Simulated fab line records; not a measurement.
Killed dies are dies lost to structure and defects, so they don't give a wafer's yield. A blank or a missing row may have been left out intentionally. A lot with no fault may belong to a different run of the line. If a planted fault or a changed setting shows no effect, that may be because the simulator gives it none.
Split-lot study :: flow n5Finfet :: on a route of 1938 steps: 7 lots, 39 wafers read

== THE SPLIT ==
At N5_BEOL_M12_ETCH_68 (etches SOC in N2/H2, time 285 s), the setting timeS was moved away from the recipe's 285 s on 12 of the 39 wafers read, by -47.8% to +56.6%. The other wafers ran this setting at the recipe's value.

The split's own step is where the reading is taken.

== THE READING ==
SiARC_of_BEOL_M12_COAT_66.thkNm (the simulator's own value, which no gauge read), in nm, at N5_BEOL_M12_ETCH_68 (etches SOC in N2/H2, time 285 s). The file gives no usual value for it. Across the 27 wafers here that went through the recipe, the average is 85.7 nm and the standard deviation 0.52 nm.

wafer: L076.1
tool, chamber at the split: rieDiel-04, 3,0,3
timeS as run, s: 285
against the recipe: recipe
SiARC_of_BEOL_M12_COAT_66.thkNm, nm: 84.8
against lot-mates on the recipe: -

wafer: L076.3
tool, chamber at the split: rieDiel-04, 3,0,3
timeS as run, s: 285
against the recipe: recipe
SiARC_of_BEOL_M12_COAT_66.thkNm, nm: 84.8
against lot-mates on the recipe: -

wafer: L076.6
tool, chamber at the split: rieDiel-04, 3,0,3
timeS as run, s: 285
against the recipe: recipe
SiARC_of_BEOL_M12_COAT_66.thkNm, nm: 84.8
against lot-mates on the recipe: -

wafer: L076.2
tool, chamber at the split: rieDiel-04, 1
timeS as run, s: 410
against the recipe: +43.9%
SiARC_of_BEOL_M12_COAT_66.thkNm, nm: 74.2
against lot-mates on the recipe: -10.6

wafer: L076.4
tool, chamber at the split: rieDiel-04, 0
timeS as run, s: 410
against the recipe: +43.9%
SiARC_of_BEOL_M12_COAT_66.thkNm, nm: 73.6
against lot-mates on the recipe: -11.2

wafer: L076.5
tool, chamber at the split: rieDiel-04, 1
timeS as run, s: 410
against the recipe: +43.9%
SiARC_of_BEOL_M12_COAT_66.thkNm, nm: 73.8
against lot-mates on the recipe: -11.0

wafer: L077.1
tool, chamber at the split: rieDiel-06, 0
timeS as run, s: 446.2
against the recipe: +56.6%
SiARC_of_BEOL_M12_COAT_66.thkNm, nm: 71.6
against lot-mates on the recipe: -14.7

wafer: L077.2
tool, chamber at the split: rieDiel-06, 1
timeS as run, s: 285
against the recipe: recipe
SiARC_of_BEOL_M12_COAT_66.thkNm, nm: 86.4
against lot-mates on the recipe: -

wafer: L077.3
tool, chamber at the split: rieDiel-06, 2
timeS as run, s: 446.2
against the recipe: +56.6%
SiARC_of_BEOL_M12_COAT_66.thkNm, nm: 72.4
against lot-mates on the recipe: -13.9

wafer: L077.4
tool, chamber at the split: rieDiel-06, 3,1
timeS as run, s: 285
against the recipe: recipe
SiARC_of_BEOL_M12_COAT_66.thkNm, nm: 86.2
against lot-mates on the recipe: -

wafer: L077.5
tool, chamber at the split: rieDiel-06, 3,1
timeS as run, s: 285
against the recipe: recipe
SiARC_of_BEOL_M12_COAT_66.thkNm, nm: 86.2
against lot-mates on the recipe: -

wafer: L077.6
tool, chamber at the split: rieDiel-06, 2
timeS as run, s: 446.2
against the recipe: +56.6%
SiARC_of_BEOL_M12_COAT_66.thkNm, nm: 73.2
against lot-mates on the recipe: -13.1

wafer: L079.1
tool, chamber at the split: rieDiel-06, 0,3
timeS as run, s: 148.7
against the recipe: -47.8%
SiARC_of_BEOL_M12_COAT_66.thkNm, nm: 97.4
against lot-mates on the recipe: +11.3

wafer: L079.2
tool, chamber at the split: rieDiel-06, 0,3
timeS as run, s: 148.7
against the recipe: -47.8%
SiARC_of_BEOL_M12_COAT_66.thkNm, nm: 97.4
against lot-mates on the recipe: +11.3

wafer: L079.3
tool, chamber at the split: rieDiel-06, 2
timeS as run, s: 285
against the recipe: recipe
SiARC_of_BEOL_M12_COAT_66.thkNm, nm: 86.4
against lot-mates on the recipe: -

wafer: L079.4
tool, chamber at the split: rieDiel-06, 1,3
timeS as run, s: 285
against the recipe: recipe
SiARC_of_BEOL_M12_COAT_66.thkNm, nm: 86
against lot-mates on the recipe: -

wafer: L079.5
tool, chamber at the split: rieDiel-06, 1,3
timeS as run, s: 285
against the recipe: recipe
SiARC_of_BEOL_M12_COAT_66.thkNm, nm: 86
against lot-mates on the recipe: -

wafer: L079.6
tool, chamber at the split: rieDiel-06, 2
timeS as run, s: 148.7
against the recipe: -47.8%
SiARC_of_BEOL_M12_COAT_66.thkNm, nm: 97.6
against lot-mates on the recipe: +11.5

wafer: L080.1
tool, chamber at the split: rieDiel-05, 1,3,0,3
timeS as run, s: 285
against the recipe: recipe
SiARC_of_BEOL_M12_COAT_66.thkNm, nm: 85.8
against lot-mates on the recipe: -

wafer: L080.2
tool, chamber at the split: rieDiel-05, 1,3,0,3
timeS as run, s: 285
against the recipe: recipe
SiARC_of_BEOL_M12_COAT_66.thkNm, nm: 85.8
against lot-mates on the recipe: -

wafer: L080.4
tool, chamber at the split: rieDiel-05, 1,3,0,3
timeS as run, s: 285
against the recipe: recipe
SiARC_of_BEOL_M12_COAT_66.thkNm, nm: 85.8
against lot-mates on the recipe: -

wafer: L080.6
tool, chamber at the split: rieDiel-05, 1,3,0,3
timeS as run, s: 285
against the recipe: recipe
SiARC_of_BEOL_M12_COAT_66.thkNm, nm: 85.8
against lot-mates on the recipe: -

wafer: L080.3
tool, chamber at the split: rieDiel-05, 2
timeS as run, s: 285
against the recipe: recipe
SiARC_of_BEOL_M12_COAT_66.thkNm, nm: 85.6
against lot-mates on the recipe: -

wafer: L080.5
tool, chamber at the split: rieDiel-05, 0
timeS as run, s: 285
against the recipe: recipe
SiARC_of_BEOL_M12_COAT_66.thkNm, nm: 85.4
against lot-mates on the recipe: -

wafer: L083.1
tool, chamber at the split: rieDiel-06, 1
timeS as run, s: 285
against the recipe: recipe
SiARC_of_BEOL_M12_COAT_66.thkNm, nm: 86.6
against lot-mates on the recipe: -

wafer: L083.2
tool, chamber at the split: rieDiel-06, 3
timeS as run, s: 285
against the recipe: recipe
SiARC_of_BEOL_M12_COAT_66.thkNm, nm: 86
against lot-mates on the recipe: -

wafer: L083.3
tool, chamber at the split: rieDiel-06, 0
timeS as run, s: 285
against the recipe: recipe
SiARC_of_BEOL_M12_COAT_66.thkNm, nm: 85.4
against lot-mates on the recipe: -

wafer: L083.4
tool, chamber at the split: rieDiel-06, 2
timeS as run, s: 285
against the recipe: recipe
SiARC_of_BEOL_M12_COAT_66.thkNm, nm: 86.2
against lot-mates on the recipe: -

wafer: L083.5
tool, chamber at the split: rieDiel-06, 0
timeS as run, s: 285
against the recipe: recipe
SiARC_of_BEOL_M12_COAT_66.thkNm, nm: 85.6
against lot-mates on the recipe: -

wafer: L083.6
tool, chamber at the split: rieDiel-06, 1
timeS as run, s: 285
against the recipe: recipe
SiARC_of_BEOL_M12_COAT_66.thkNm, nm: 86.4
against lot-mates on the recipe: -

wafer: L087.1
tool, chamber at the split: rieDiel-04, 3
timeS as run, s: 329.5
against the recipe: +15.6%
SiARC_of_BEOL_M12_COAT_66.thkNm, nm: 81.2
against lot-mates on the recipe: -4.1

wafer: L087.2
tool, chamber at the split: rieDiel-04, 2
timeS as run, s: 329.5
against the recipe: +15.6%
SiARC_of_BEOL_M12_COAT_66.thkNm, nm: 81.8
against lot-mates on the recipe: -3.5

wafer: L087.3
tool, chamber at the split: rieDiel-04, 0
timeS as run, s: 285
against the recipe: recipe
SiARC_of_BEOL_M12_COAT_66.thkNm, nm: 85
against lot-mates on the recipe: -

wafer: L087.4
tool, chamber at the split: rieDiel-04, 1
timeS as run, s: 285
against the recipe: recipe
SiARC_of_BEOL_M12_COAT_66.thkNm, nm: 85.2
against lot-mates on the recipe: -

wafer: L087.5
tool, chamber at the split: rieDiel-04, 1
timeS as run, s: 329.5
against the recipe: +15.6%
SiARC_of_BEOL_M12_COAT_66.thkNm, nm: 81.4
against lot-mates on the recipe: -3.9

wafer: L087.6
tool, chamber at the split: rieDiel-04, 2
timeS as run, s: 285
against the recipe: recipe
SiARC_of_BEOL_M12_COAT_66.thkNm, nm: 85.6
against lot-mates on the recipe: -

wafer: L091.1
tool, chamber at the split: rieDiel-06, 0
timeS as run, s: 285
against the recipe: recipe
SiARC_of_BEOL_M12_COAT_66.thkNm, nm: 85.2
against lot-mates on the recipe: -

wafer: L091.2
tool, chamber at the split: rieDiel-06, 2
timeS as run, s: 285
against the recipe: recipe
SiARC_of_BEOL_M12_COAT_66.thkNm, nm: 86.2
against lot-mates on the recipe: -

wafer: L091.4
tool, chamber at the split: rieDiel-06, 3
timeS as run, s: 285
against the recipe: recipe
SiARC_of_BEOL_M12_COAT_66.thkNm, nm: 85.6
against lot-mates on the recipe: -
The file does not say which wafer passed through which chamber wherever a row lists several chambers: such a row stands for several wafers.

THE FIT
A straight line over all 39 wafers: SiARC_of_BEOL_M12_COAT_66.thkNm changes by -0.248 nm for each +1% of timeS; r = -0.99; the points scatter about the line by 0.61 nm.
The same after taking each lot's own level away (the mean of its wafers on the recipe; 39 wafers): -0.243 nm for each +1%; r = -1.00; scatter 0.33 nm.
On that fit, the largest move of timeS shifts the reading by 14 nm.
From 84.80 to 86.27 nm: that is the span of the lots' own levels, equal to 2.8 times the standard deviation above.
So the lot-to-lot level changes the slope little: the two slopes agree.
Check: with one of the wafers moved furthest among these (+56.6%) left out of the fit, the line predicts -13.7 nm for it against its lot-mates. It came out at -14.7 nm against them.

== THE OTHER SPLITS THESE WAFERS WENT THROUGH ==
Other splits were also applied to these wafers ahead of the reading. Each is held against what the fit with the lots' levels taken away leaves over:
other split on the same wafers: N5_BEOL_M8_TRENCH_ETCH_37 timeS
wafers away from the commonest value: 15
r with SiARC_of_BEOL_M12_COAT_66.thkNm (lot level and that fit taken away): -0.02

other split on the same wafers: N5_BEOL_M10_DEP_56 targetThkA
wafers away from the commonest value: 15
r with SiARC_of_BEOL_M12_COAT_66.thkNm (lot level and that fit taken away): +0.07

== FILE'S OWN FIT ==
SiARC_of_BEOL_M12_COAT_66.thkNm changes by -0.244 nm for each +1% of timeS, r = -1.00.
